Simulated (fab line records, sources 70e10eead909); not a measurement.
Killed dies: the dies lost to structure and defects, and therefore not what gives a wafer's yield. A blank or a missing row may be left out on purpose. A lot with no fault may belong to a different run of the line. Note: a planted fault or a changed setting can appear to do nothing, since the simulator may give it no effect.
fab line records    flow nand_harc
[record] lots = 6  wafers = 18  last_day = 32
route steps=1302 shown A_M1@1171 END@1302
lots that met no fault: taken from a fault-free run of the same line
start_h: start of the lot's first displayed wafer, in hours after the record's first day    wait_h: how many hours have passed since the lot's step before this one    " identical to the entry in the row above    L1.1+2: a single row standing in for several wafers    - no value, or no start was given    * or withheld: withheld    < > ~ a bound
route shown NAME@n: names a module that has steps shown in the file, with the first one's number in the route    usual: mean and standard deviation over wafers with no fault    same: alike in all rows    chamber/n: place in a boat    sites: readings site by site    _std_site: how widely they spread, as a standard deviation    _edge_site: inner sites' mean taken away from outer sites' mean    radius_mm: how far each site lies from the wafer's centre    mask NAME#n: copy n    behind: tool/chamber where the wafer was last shaped    hold: why the lot went on hold/how many hours it stayed there/how the hold came to an end    device: names the non-switching transistor (n, p or np)    end of line: tests run on the same wafers once the route is complete    for a step that has no rows: nothing shown but its recipe    killed: count of dies lost to structure and defects at first sort (not the wafer's yield)    map: the dies of a wafer, with x for killed, . for not killed, _ for no die there
set.NAME: the setting the step ran with; set.NAME@STEP: the setting that earlier step ran with    model.NAME: the simulator's own value behind a step, which no gauge read
lots seen at some steps along the route; tables by step, rows by wafer
services: when a tool's chamber went out of use (start_h, in hours from the record's first day, below 0 if earlier), for how many hours, and the reason
[[steps]]
[step NHARC_A_M1_HMDS_02]
[recipe] time_s = 30
[step NHARC_A_M1_COAT_34]
[recipe] temp_c = 200  time_s = 65
[step NHARC_A_M1_COAT_03]
[recipe] spin_rpm = 1500  resist_thk_nm = 90
[step NHARC_A_M1_SOFTBAKE_04]
[recipe] temp_c = 105  time_s = 55
[step NHARC_A_M1_EBR_05]
[step NHARC_A_M1_EXPOSE_06]
[recipe] na = 1.35  target_cd_nm = 120  dose_mj = 75.13  mask_id = A_M1
[step NHARC_A_M1_PEB_07]
[recipe] peb_temp_c = 100  peb_time_s = 65
[step NHARC_A_M1_DEVELOP_08]
[recipe] develop_time_s = 35  dev_temp_c = 23
[step NHARC_A_M1_CD_MEAS_09]
[recipe] target_cd_nm = 120  landing_energy_ev = 500
[usual] cd_nm = 119.8/0.6
lot.wafer  tool       chamber  start_h  wait_h  cd_nm
L160.1     cd_sem-01  0        537.78   -       120.0
L160.2     "          0        "        "       118.9
L160.4     "          0        "        "       119.7
L161.1     cd_sem-03  0        566.44   -       119.8
L161.3     "          0        "        "       121.1
L161.5     "          0        "        "       120.1
L173.1     cd_sem-03  0        661.73   -       119.9
L173.5     "          0        "        "       119.3
L173.6     "          0        "        "       118.9
L175.1     cd_sem-03  0        689.66   -       119.6
L175.2     "          0        "        "       120.1
L175.6     "          0        "        "       119.5
L176.1     cd_sem-02  0        704.94   -       119.3
L176.2     "          0        "        "       120.2
L176.6     "          0        "        "       119.0
L178.2     cd_sem-03  0        718.17   -       120.4
L178.4     "          0        "        "       120.0
L178.5     "          0        "        "       120.1
[step NHARC_A_M1_OVL_MEAS_10]
[recipe] pitch_nm = 240
[usual] overlay_x_nm = -0.3/0.7  overlay_y_nm = 0.2/0.67
lot.wafer  tool        chamber  start_h  wait_h  overlay_x_nm  overlay_y_nm
L160.1     overlay-01  -        537.86   -       -0.3          0.6
L160.2     "           -        "        "       -0.7          0.0
L160.4     "           -        "        "       -0.1          -0.1
L161.1     overlay-02  -        566.53   -       0.0           0.6
L161.3     "           -        "        "       -0.7          0.3
L161.5     "           -        "        "       0.3           0.7
L173.1     overlay-01  -        661.82   -       0.8           0.0
L173.5     "           -        "        "       0.3           0.1
L173.6     "           -        "        "       0.5           0.2
L175.1     overlay-01  -        689.75   -       -1.6          0.1
L175.2     "           -        "        "       -1.4          0.2
L175.6     "           -        "        "       -1.7          0.0
L176.1     overlay-01  -        705.03   -       0.3           1.2
L176.2     "           -        "        "       -0.1          0.7
L176.6     "           -        "        "       0.5           0.8
L178.2     overlay-01  -        718.26   -       -0.1          0.3
L178.4     "           -        "        "       0.4           -0.3
L178.5     "           -        "        "       0.4           0.2
[step NHARC_A_M1_INSPECT_11]
[usual] raw_defect_count = 86/37
lot.wafer  tool               chamber  start_h  wait_h  raw_defect_count
L160.1     defect_inspect-01  -        537.90   0.0     146
L160.2     "                  -        "        "       135
L160.4     "                  -        "        "       137
L161.1     defect_inspect-01  -        566.57   0.0     60
L161.3     "                  -        "        "       62
L161.5     "                  -        "        "       65
L173.1     defect_inspect-01  -        661.86   0.0     139
L173.5     "                  -        "        "       147
L173.6     "                  -        "        "       123
L175.1     defect_inspect-02  -        689.78   0.0     104
L175.2     "                  -        "        "       122
L175.6     "                  -        "        "       112
L176.1     defect_inspect-02  -        705.07   0.0     66
L176.2     "                  -        "        "       67
L176.6     "                  -        "        "       61
L178.2     defect_inspect-02  -        718.30   0.0     70
L178.4     "                  -        "        "       60
L178.5     "                  -        "        "       67
[step NHARC_A_M1_DESCUM_14]
[recipe] time_s = 3  o2_flow_sccm = 200  ar_flow_sccm = 0  bias_power_w = 0  chemistry = O2
[usual] chamber_pressure_mTorr = 60.00/0.053  drypump_motor_current_A = 5.7/0.46  oes_product_au = 1.001/0.012  rf_vpp_V = 58.0/0.81  showerhead_plenum_p_Torr = 1.99/0.046  throttle_valve_pct = 11.310/0.0093
[same] bias_power_w = 0
lot.wafer  tool         chamber  start_h  wait_h  chamber_pressure_mTorr  drypump_motor_current_A  oes_product_au  rf_hours_counter_h  rf_vpp_V  showerhead_plenum_p_Torr  throttle_valve_pct
L160.4     rie_diel-05  3        538.10   0.2     60.04                   5.9                      0.991           3.9                 58.5      2.00                      11.307
L160.1     "            1        "        "       60.00                   5.7                      1.017           2.8                 56.6      1.94                      11.305
L160.2     "            2        "        "       60.02                   5.0                      0.993           3.3                 57.3      2.00                      11.310
L161.3     rie_diel-05  0        566.65   0.1     60.04                   6.1                      0.984           4.7                 58.7      2.00                      11.311
L161.1     "            1        "        "       60.00                   5.7                      1.022           3.6                 58.0      1.94                      11.328
L161.5     "            3        "        "       59.93                   5.9                      0.989           -                   58.5      2.00                      11.305
L173.1     rie_diel-05  3        661.95   0.1     59.99                   5.9                      0.989           2.3                 60.0      2.00                      11.318
L173.6     "            0        "        "       60.09                   6.1                      1.008           -                   57.1      2.00                      11.304
L173.5     "            1        "        "       60.00                   5.7                      1.010           -                   57.2      1.94                      11.309
L175.1     rie_diel-05  0        689.84   0.1     60.04                   6.1                      0.997           3.2                 59.3      2.00                      11.297
L175.2     "            2        "        "       60.00                   5.0                      0.992           2.7                 57.9      2.00                      11.310
L175.6     "            0        "        "       59.97                   6.1                      0.995           -                   55.9      2.00                      11.305
L176.2     rie_diel-04  3        705.13   0.1     59.92                   6.1                      0.993           9.7                 57.8      1.99                      11.306
L176.1     "            1        "        "       60.06                   5.3                      0.992           10.0                57.9      2.02                      11.289
L176.6     "            3        "        "       60.06                   6.1                      1.000           -                   59.4      1.99                      11.321
L178.4     rie_diel-04  3        718.36   0.1     59.96                   6.1                      0.981           0                   58.7      1.99                      11.308
L178.2     "            0        "        "       59.94                   6.3                      1.004           0                   57.6      2.01                      11.310
L178.5     "            3        "        "       60.02                   6.1                      0.991           -                   58.0      1.99                      11.307
[step NHARC_A_M1_ETCH_35]
[recipe] target_depth_a = 400  overetch_a = 120  time_s = 43.94  ion_energy_ev = 200  n2_flow_sccm = 150  h2_flow_sccm = 150  ar_flow_sccm = 0  rf_w = 400  bias_w = 150  chemistry = N2/H2
[usual] bias_w = 150.0/0.47  chamber_pressure_mTorr = 30.005/0.03  drypump_motor_current_A = 5.7/0.47  n2_flow_sccm = 150.0/0.44  oes_product_au = 1.000/0.013  rf_vpp_V = 432.7/1.5  showerhead_plenum_p_Torr = 2.12/0.049  throttle_valve_pct = 14.171/0.0091
lot.wafer  tool         chamber  start_h  wait_h  bias_w  chamber_pressure_mTorr  drypump_motor_current_A  n2_flow_sccm  oes_product_au  rf_hours_counter_h  rf_vpp_V  showerhead_plenum_p_Torr  throttle_valve_pct
L160.1     rie_diel-05  2        538.24   0.1     150.5   29.988                  5.0                      150.6         0.991           3.3                 432.0     2.14                      14.174
L160.4     "            3        "        "       149.3   30.019                  5.9                      149.8         0.986           3.9                 432.9     2.14                      14.162
L160.2     "            1        "        "       150.6   30.027                  5.7                      150.0         1.009           2.8                 430.9     2.07                      14.170
L161.1     rie_diel-05  3        566.72   0.1     149.4   30.003                  5.9                      150.2         0.991           4.4                 433.8     2.13                      14.173
L161.3     "            0        "        "       149.7   29.971                  6.1                      149.5         0.996           4.7                 434.1     2.13                      14.181
L161.5     "            2        "        "       149.3   30.003                  5.1                      149.9         1.000           -                   432.5     2.14                      14.186
L173.1     rie_diel-05  0        662.02   0.1     150.2   29.960                  6.1                      149.8         0.992           2.3                 433.0     2.13                      14.188
L173.6     "            2        "        "       150.1   29.959                  5.1                      149.3         0.983           -                   433.2     2.14                      14.182
L173.5     "            3        "        "       149.9   29.982                  5.9                      150.5         0.859           -                   433.7     2.13                      14.180
L175.2     rie_diel-05  2        689.94   0.1     149.6   30.014                  5.0                      149.6         0.994           2.7                 433.5     2.14                      14.169
L175.1     "            3        "        "       149.3   29.972                  5.9                      150.5         0.857           3.1                 433.6     2.13                      14.176
L175.6     "            2        "        "       150.2   29.989                  5.0                      149.6         0.997           -                   432.9     2.14                      14.164
L176.2     rie_diel-04  1        705.24   0.1     150.3   29.990                  5.4                      149.5         0.986           10.0                432.5     2.15                      14.165
L176.1     "            2        "        "       150.0   29.992                  5.2                      149.4         1.017           7.0                 434.5     2.19                      14.173
L176.6     "            3        "        "       150.8   30.042                  6.2                      149.3         0.993           -                   433.7     2.12                      14.184
L178.4     rie_diel-04  2        718.45   0.1     150.1   29.988                  5.2                      150.4         1.021           0.0                 433.3     2.19                      14.170
L178.2     "            3        "        "       150.9   29.982                  6.2                      149.7         0.995           0.0                 433.1     2.12                      14.156
L178.5     "            1        "        "       150.0   29.945                  5.3                      149.1         1.000           -                   433.2     2.15                      14.172
[step NHARC_A_M1_ETCH_15]
[recipe] target_depth_a = 1825  time_s = 91.2  c4f8_flow_sccm = withheld  ar_flow_sccm = 400  rf_w = 600  bias_w = 300  chemistry = C4F8/Ar
[usual] bias_w = 300.1/0.96  chamber_pressure_mTorr = 24.999/0.024  oes_product_au = 0.949/0.024  rf_vpp_V = 443.2/1.6
lot.wafer  tool         chamber  start_h  wait_h  bias_w  chamber_pressure_mTorr  oes_product_au  rf_hours_counter_h  rf_vpp_V
L160.2     rie_diel-05  2        -        -       300.5   24.992                  0.918           3.3                 443.1
L160.4     "            3        "        "       301.7   24.976                  0.917           4.0                 443.7
L160.1     "            0        "        "       299.6   25.086                  0.920           4.2                 444.9
L161.1     rie_diel-05  1        -        -       299.0   25.008                  0.937           3.6                 442.5
L161.3     "            2        "        "       299.5   24.995                  0.919           4.1                 443.9
L161.5     "            0        "        "       299.0   25.013                  0.910           -                   442.8
L173.1     rie_diel-05  1        -        -       299.1   25.005                  0.969           2.0                 441.7
L173.5     "            2        "        "       300.0   24.988                  0.961           -                   444.2
L173.6     "            3        "        "       300.5   24.963                  0.964           -                   443.1
L175.1     rie_diel-05  1        -        -       298.6   24.951                  0.967           2.7                 442.7
L175.2     "            0        "        "       301.0   25.001                  0.952           3.2                 442.9
L175.6     "            1        "        "       300.1   24.976                  0.973           -                   441.3
L176.1     rie_diel-04  2        -        -       299.0   24.975                  0.977           7.0                 443.8
L176.2     "            3        "        "       300.9   24.992                  0.950           9.7                 442.5
L176.6     "            2        "        "       298.3   24.972                  0.964           -                   446.5
L178.2     rie_diel-04  1        -        -       300.6   25.014                  0.978           0.0                 442.9
L178.4     "            0        "        "       300.3   24.999                  0.972           0.0                 444.9
L178.5     "            1        "        "       301.6   25.006                  0.984           -                   445.4
[step NHARC_END_SORT_01]
[recipe] temp_c = 25
[usual] defect_limited_yield = 91.5/2.9  killed_at_array = 53/20  killed_at_other = 1/1.2  killed_at_periphery = 3.7/2.6  killed_dies = 58/20  killed_open = 3.5/1.8  killed_short = 2.4/1.7  sort_bin_2_pct = 3.1/1.3  sort_bin_3_pct = 0.6/0.4  sort_bin_4_pct = 4.9/1.7  sort_n_pass = 619/20  sort_rim_yield_pct = 92/4  sort_yield_pct = 91.5/2.9
[same] gross_dies = 677  sort_bin_5_pct[%] = 0  sort_bin_6_pct[%] = 0  sort_bin_7_pct[%] = 0  sort_bin_8_pct[%] = 0  sort_rim_n_gross = 106.00
lot.wafer  tool       chamber  start_h  wait_h  defect_limited_yield[%]  killed_at_array  killed_at_other  killed_at_periphery  killed_dies  killed_open  killed_short  sort_bin_2_pct[%]  sort_bin_3_pct[%]  sort_bin_4_pct[%]  sort_n_pass  sort_rim_yield_pct[%]  sort_yield_pct[%]
L160.1     prober-02  0        573.22   2.5     90.0                     66               0                2                    68           1            3             3.5                1.2                5.3                609          92                     90.0
L160.2     prober-02  0        574.00   2.8     88.9                     71               1                3                    75           4            0             5.6                0.6                4.9                602          96                     88.9
L160.4     prober-02  0        575.57   3.4     89.2                     71               1                1                    73           4            3             3.8                1.3                5.6                604          90                     89.2
L161.1     prober-01  0        601.56   2.5     94.2                     38               0                1                    39           3            1             2.1                0                  3.7                638          96                     94.2
L161.3     prober-01  0        603.16   3.1     92.2                     52               0                1                    53           3            4             1.9                0.6                5.3                624          86                     92.2
L161.5     prober-01  0        604.76   3.7     91.4                     53               0                5                    58           7            2             3.4                0.9                4.3                619          92                     91.4
L173.1     prober-02  0        696.60   2.5     86.3                     90               0                3                    93           3            4             5.3                0.7                7.7                584          91                     86.3
L173.5     prober-02  0        699.84   3.7     86.0                     93               0                2                    95           4            0             4.6                0.7                8.7                582          92                     86.0
L173.6     prober-02  0        700.65   4.0     87.3                     81               0                5                    86           3            2             4.9                0.6                7.2                591          82                     87.3
L175.1     prober-01  0        724.12   2.5     90.5                     62               1                1                    64           4            2             4.3                0.9                4.3                613          88                     90.5
L175.2     prober-01  0        724.93   2.8     87.9                     82               0                0                    82           3            3             4.4                0.6                7.1                595          91                     87.9
L175.6     prober-01  0        728.14   4.0     91.3                     55               1                3                    59           1            2             3.2                1.3                4.1                618          88                     91.3
L176.1     prober-01  0        737.91   2.5     92.9                     46               0                2                    48           5            1             2.7                0.3                4.1                629          99                     92.9
L176.2     prober-01  0        738.71   2.8     93.2                     43               0                3                    46           4            2             2.2                0.7                3.8                631          99                     93.2
L176.6     prober-01  0        741.92   4.0     93.1                     45               0                2                    47           2            2             3.0                0.6                3.4                630          99                     93.1
L178.2     prober-01  0        765.17   2.8     92.2                     52               0                1                    53           2            4             3.1                0.3                4.4                624          97                     92.2
L178.4     prober-01  0        766.76   3.4     91.3                     55               0                4                    59           5            3             1.9                0.6                6.2                618          96                     91.3
L178.5     prober-01  0        767.55   3.7     92.2                     52               0                1                    53           5            5             2.5                0.7                4.6                624          94                     92.2
// killed by level:class
L160.1 A_CHANNEL_HOLE_D2:chamber_film_flake=24 A_CHANNEL_HOLE_D1:chamber_film_flake=20 A_SLIT:chamber_film_flake=12 A_CONTACT:chamber_film_flake=4 A_STAIRCASE:chamber_film_flake=2 P_M0:geometric_particle:short=1 A_ONON_D2:geometric_particle:short=1 A_CHANNEL_FILL_D2:geometric_particle:short=1
L160.2 A_CHANNEL_HOLE_D1:chamber_film_flake=28 A_SLIT:chamber_film_flake=20 A_CHANNEL_HOLE_D2:chamber_film_flake=18 A_CONTACT:chamber_film_flake=2 P_GATE:geometric_particle:open=1 P_CONTACT:geometric_particle:open=1 P_M0:geometric_particle:open=1 A_ONON_D1:geometric_particle:open=1
L160.4 A_CHANNEL_HOLE_D1:chamber_film_flake=26 A_CHANNEL_HOLE_D2:chamber_film_flake=21 A_SLIT:chamber_film_flake=11 A_CONTACT:chamber_film_flake=5 A_BLC:geometric_particle:open=2 A_DECK1_JOINT:chamber_film_flake=2 P_M0:geometric_particle:short=1 A_ONON_D1:geometric_particle:short=1
L161.1 A_SLIT:chamber_film_flake=27 A_CHANNEL_HOLE_D2:chamber_film_flake=3 A_CONTACT:chamber_film_flake=2 P_M0:geometric_particle:open=1 A_SOURCE_PLATE:geometric_particle:short=1 A_CHANNEL_HOLE_D2:geometric_particle:open=1 A_SGD_CUT:geometric_particle:open=1 A_CHANNEL_HOLE_D1:chamber_film_flake=1
L161.3 A_SLIT:chamber_film_flake=21 A_CONTACT:chamber_film_flake=13 A_STAIRCASE:chamber_film_flake=4 A_DECK1_JOINT:geometric_particle:short=2 A_CHANNEL_HOLE_D1:chamber_film_flake=2 A_CHANNEL_HOLE_D2:chamber_film_flake=2 P_M0:geometric_particle:open=1 A_ONON_D1:geometric_particle:short=1
L161.5 A_SLIT:chamber_film_flake=27 A_CONTACT:chamber_film_flake=8 A_CHANNEL_HOLE_D2:chamber_film_flake=6 A_DECK1_JOINT:geometric_particle:open=3 A_CHANNEL_HOLE_D1:chamber_film_flake=2 A_DECK1_JOINT:chamber_film_flake=2 P_GATE:geometric_particle:open=1 P_M0:geometric_particle:open=1
L173.1 A_SLIT:chamber_film_flake=34 A_CHANNEL_HOLE_D1:chamber_film_flake=33 A_CHANNEL_HOLE_D2:chamber_film_flake=9 A_DECK1_JOINT:chamber_film_flake=3 A_STAIRCASE:chamber_film_flake=3 A_CONTACT:chamber_film_flake=3 A_ONON_D2:geometric_particle:open=2 P_CONTACT:geometric_particle:open=1
L173.5 A_CHANNEL_HOLE_D1:chamber_film_flake=42 A_SLIT:chamber_film_flake=32 A_CHANNEL_HOLE_D2:chamber_film_flake=7 A_CONTACT:chamber_film_flake=5 A_ONON_D1:geometric_particle:open=1 A_CHANNEL_FILL_D1:geometric_particle:open=1 A_ONON_D2:geometric_particle:open=1 A_CHANNEL_FILL_D2:geometric_particle:open=1
L173.6 A_CHANNEL_HOLE_D1:chamber_film_flake=33 A_SLIT:chamber_film_flake=18 A_CHANNEL_HOLE_D2:chamber_film_flake=17 A_CONTACT:chamber_film_flake=5 P_STI:chamber_film_flake=2 P_GATE:chamber_film_flake=2 A_ONON_D1:geometric_particle:open=1 A_CHANNEL_HOLE_D1:geometric_particle:short=1
L175.1 A_CHANNEL_HOLE_D1:chamber_film_flake=31 A_SLIT:chamber_film_flake=18 A_ONON_D2:geometric_particle:open=2 A_WL_FILL:geometric_particle:short=2 A_STAIRCASE:chamber_film_flake=2 A_WL_FILL:chamber_film_flake=2 A_CONTACT:chamber_film_flake=2 P_M1:geometric_particle:open=1
L175.2 A_CHANNEL_HOLE_D1:chamber_film_flake=33 A_SLIT:chamber_film_flake=33 A_CONTACT:chamber_film_flake=4 A_WL_FILL:chamber_film_flake=3 A_DECK1_JOINT:chamber_film_flake=2 A_CHANNEL_FILL_D1:geometric_particle:open=1 A_CHANNEL_HOLE_D2:geometric_particle:short=1 A_WL_FILL:geometric_particle:short=1
L175.6 A_CHANNEL_HOLE_D1:chamber_film_flake=32 A_SLIT:chamber_film_flake=15 A_CONTACT:chamber_film_flake=5 P_CONTACT:geometric_particle:short=1 P_CONTACT:geometric_particle:open=1 A_M0:geometric_particle:short=1 P_GATE:chamber_film_flake=1 A_CHANNEL_FILL_D2:chamber_film_flake=1
L176.1 A_CHANNEL_HOLE_D1:chamber_film_flake=32 A_SLIT:chamber_film_flake=4 A_CONTACT:chamber_film_flake=4 P_CONTACT:geometric_particle:open=1 P_M2:geometric_particle:open=1 A_SGD_CUT:geometric_particle:short=1 A_WL_FILL:geometric_particle:open=1 A_BLC:geometric_particle:open=1
L176.2 A_CHANNEL_HOLE_D1:chamber_film_flake=28 A_CONTACT:chamber_film_flake=7 A_SLIT:chamber_film_flake=3 P_CONTACT:geometric_particle:open=1 P_M0:geometric_particle:open=1 A_SOURCE_PLATE:geometric_particle:open=1 A_ONON_D2:geometric_particle:short=1 A_SGD_CUT:geometric_particle:short=1
L176.6 A_CHANNEL_HOLE_D1:chamber_film_flake=25 A_SLIT:chamber_film_flake=10 A_CONTACT:chamber_film_flake=4 A_M1:geometric_particle:open=2 A_DECK1_JOINT:geometric_particle:short=1 A_CHANNEL_FILL_D2:geometric_particle:short=1 P_STI:chamber_film_flake=1 P_GATE:chamber_film_flake=1
L178.2 A_CHANNEL_HOLE_D1:chamber_film_flake=28 A_CONTACT:chamber_film_flake=6 A_SLIT:chamber_film_flake=5 A_STAIRCASE:chamber_film_flake=3 A_WL_FILL:chamber_film_flake=3 P_CONTACT:geometric_particle:open=1 A_SOURCE_PLATE:geometric_particle:short=1 A_ONON_D2:geometric_particle:short=1
L178.4 A_CHANNEL_HOLE_D1:chamber_film_flake=35 A_M1:chamber_film_flake=5 P_ZERO_WELL:chamber_film_flake=2 A_STAIRCASE:chamber_film_flake=2 A_SLIT:chamber_film_flake=2 A_CONTACT:chamber_film_flake=2 P_CONTACT:geometric_particle:open=1 A_SOURCE_PLATE:geometric_particle:short=1
L178.5 A_CHANNEL_HOLE_D1:chamber_film_flake=25 A_CONTACT:chamber_film_flake=5 A_SLIT:chamber_film_flake=4 A_STAIRCASE:chamber_film_flake=3 A_CHANNEL_HOLE_D2:geometric_particle:short=2 A_CHANNEL_FILL_D2:geometric_particle:open=2 A_CHANNEL_HOLE_D2:chamber_film_flake=2 A_M1:chamber_film_flake=2
[[services]]
tool         chamber  start_h  hours  kind
rie_diel-05  1        524.30   3.1    repair
rie_diel-04  -        531.90   9.0    pm
rie_diel-05  0        538.10   -      clean
rie_diel-05  1        538.10   -      clean
rie_diel-05  2        538.10   -      clean
rie_diel-05  3        538.10   -      clean
rie_diel-05  0        562.60   -      clean
rie_diel-05  1        562.60   -      clean
rie_diel-05  2        562.60   -      clean
rie_diel-05  3        562.60   -      clean
rie_diel-05  -        583.60   9.0    pm
rie_diel-05  0        583.60   9.0    vent_cycle
rie_diel-05  1        583.60   9.0    vent_cycle
rie_diel-05  2        583.60   9.0    vent_cycle
rie_diel-05  3        583.60   9.0    vent_cycle
rie_diel-05  0        592.60   -      clean
rie_diel-05  1        592.60   -      clean
rie_diel-05  3        625.38   7.8    repair
rie_diel-05  -        650.77   0.2    repair
rie_diel-04  2        655.70   23.7   repair
rie_diel-05  2        693.39   3.1    repair
rie_diel-04  0        704.26   9.3    repair
rie_diel-04  -        708.90   9.0    pm
rie_diel-05  0        713.15   4.1    repair
[[key]]
[first_sign] step = NHARC_A_M1_ETCH_35  reading = oes_product_au  direction = down  sigmas = 11  usual = 1.000  struck = 0.858
effect none on later readings
met_at NHARC_A_M1_ETCH_35
struck_wafers L173.5,L175.1
onset_between 566.72 662.02
[fault] kind = process_parameter_drift  tool = rie_diel-05  chamber = 3  onset_h = 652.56  steps = NHARC_A_M1_ETCH_35  channel = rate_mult  offset = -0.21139  shape = step  end_h = 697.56
